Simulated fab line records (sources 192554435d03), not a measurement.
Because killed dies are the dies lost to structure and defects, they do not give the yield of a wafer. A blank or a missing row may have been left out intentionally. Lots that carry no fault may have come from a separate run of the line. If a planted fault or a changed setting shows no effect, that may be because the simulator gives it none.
What tool caused it? | flow n5-finfet | 72 wafers from 24 lots sampled at 2 of the route's 1938 steps

## WHAT THE GAUGES SHOWED, per wafer
N5_MOL_CONTACT_COAG_OVL_MEAS_41.
lot  | measured     | on         | VD_OVL (nm)
L074 | day 5 08:17  | overlay-01 | -0.6 -0.6 -0.8
L075 | day 5 13:15  | overlay-02 | -0.9 0.2 0.7
L076 | day 5 19:16  | overlay-01 | 0.6 0.9 1.0
L077 | day 5 19:29  | overlay-01 | 1.4 1.0 0.2
L078 | day 6 07:19  | overlay-01 | 0.1 0.2 1.0
L079 | day 6 10:33  | overlay-01 | 0.6 -0.4 1.5
L080 | day 6 15:33  | overlay-02 | -0.6 0.4 0.4
L081 | day 6 19:44  | overlay-02 | 0.5 0.6 -0.1
L082 | day 7 05:19  | overlay-01 | 0.0 0.7 -0.1
L083 | day 7 11:41  | overlay-01 | 0.5 1.7 -0.2
L084 | day 7 18:22  | overlay-01 | 0.3 0.2 0.6
L085 | day 8 02:56  | overlay-02 | -1.6 -0.1 0.3
L086 | day 8 05:26  | overlay-01 | 0.5 0.6 -0.1
L087 | day 8 05:30  | overlay-02 | 1.7 1.0 0.7
L088 | day 8 22:45  | overlay-01 | -0.5 0.8 -0.3
L089 | day 9 00:25  | overlay-01 | 0.9 0.3 0.3
L090 | day 9 09:43  | overlay-02 | 1.2 0.3 1.3
L091 | day 9 12:14  | overlay-02 | 0.0 0.7 0.5
L092 | day 9 20:18  | overlay-02 | 0.4 0.8 -0.1
L093 | day 9 20:57  | overlay-02 | 1.2 0.0 -0.2
L094 | day 10 09:05 | overlay-02 | 0.2 -0.1 1.3
L095 | day 10 09:55 | overlay-01 | 0.6 -0.4 0.7
L096 | day 10 14:20 | overlay-01 | 1.4 0.7 0.7
L097 | day 10 20:20 | overlay-01 | 0.4 0.5 0.6

N5_MOL_CONTACT_COAG_INSPECT_42: inspects for defects (brightfield).
lot  | measured     | on                | raw-defect-count
L074 | day 5 08:20  | defect-inspect-02 | 202 231 308
L075 | day 5 13:19  | defect-inspect-02 | 219 145 384
L076 | day 5 19:19  | defect-inspect-02 | 202 204 219
L077 | day 5 19:32  | defect-inspect-02 | 311 228 238
L078 | day 6 07:23  | defect-inspect-01 | 168 273 253
L079 | day 6 10:36  | defect-inspect-02 | 226 221 248
L080 | day 6 15:37  | defect-inspect-01 | 181 253 209
L081 | day 6 19:48  | defect-inspect-01 | 149 217 163
L082 | day 7 05:22  | defect-inspect-01 | 271 213 245
L083 | day 7 11:45  | defect-inspect-02 | 296 250 230
L084 | day 7 18:25  | defect-inspect-01 | 157 163 111
L085 | day 8 02:59  | defect-inspect-02 | 275 262 228
L086 | day 8 05:30  | defect-inspect-02 | 244 263 352
L087 | day 8 05:34  | defect-inspect-02 | 220 295 171
L088 | day 8 22:48  | defect-inspect-01 | 141 158 135
L089 | day 9 00:29  | defect-inspect-01 | 212 180 153
L090 | day 9 09:46  | defect-inspect-02 | 263 194 164
L091 | day 9 12:18  | defect-inspect-02 | 185 309 247
L092 | day 9 20:22  | defect-inspect-01 | 227 229 200
L093 | day 9 21:01  | defect-inspect-01 | 146 161 140
L094 | day 10 09:07 | defect-inspect-02 | 222 205 223
L095 | day 10 09:58 | defect-inspect-01 | 159 162 170
L096 | day 10 14:23 | defect-inspect-02 | 269 331 281
L097 | day 10 20:23 | defect-inspect-01 | 153 172 134

## TOOL THAT RAN EACH LOT (tool first, then ch and the chambers of the sampled wafers, then the start)
Record: no process step prior to these readings.

## AS READ BY THE TOOLS THEMSELVES (means over the sampled wafers that have a number; for cases with no such wafer, the mark the record gives instead)
The record holds no such reading with a usual standard deviation.

## THE ANSWER, worked out from the rows above alone
Rule: the usual values come from the lots themselves. The widest of any qualifying gaps counts: lots, ordered by their means at a reading, are off when they make up no more than a third of the lots, leave a main group of 4 or more, and stand apart from it by 3 or more times the standard deviation of that group's means. The tables above print the reading to a certain number of digits; a main group whose means all agree to those digits is not used. Also off: a lot with no number at a reading for which 4 or more lots have one. Any other lot the step has rows for is counted as sound. After the gauges, taken in route order, come the tools' own readings; for these a lot's mean is taken, as printed above. The first step at which some lot is off is used, and at that step the reading that is off furthest; a lot without a number counts as furthest.
Nothing can be told from this: no lot is off at any reading shown.

## WHAT WAS PUT IN BY THE SIMULATOR
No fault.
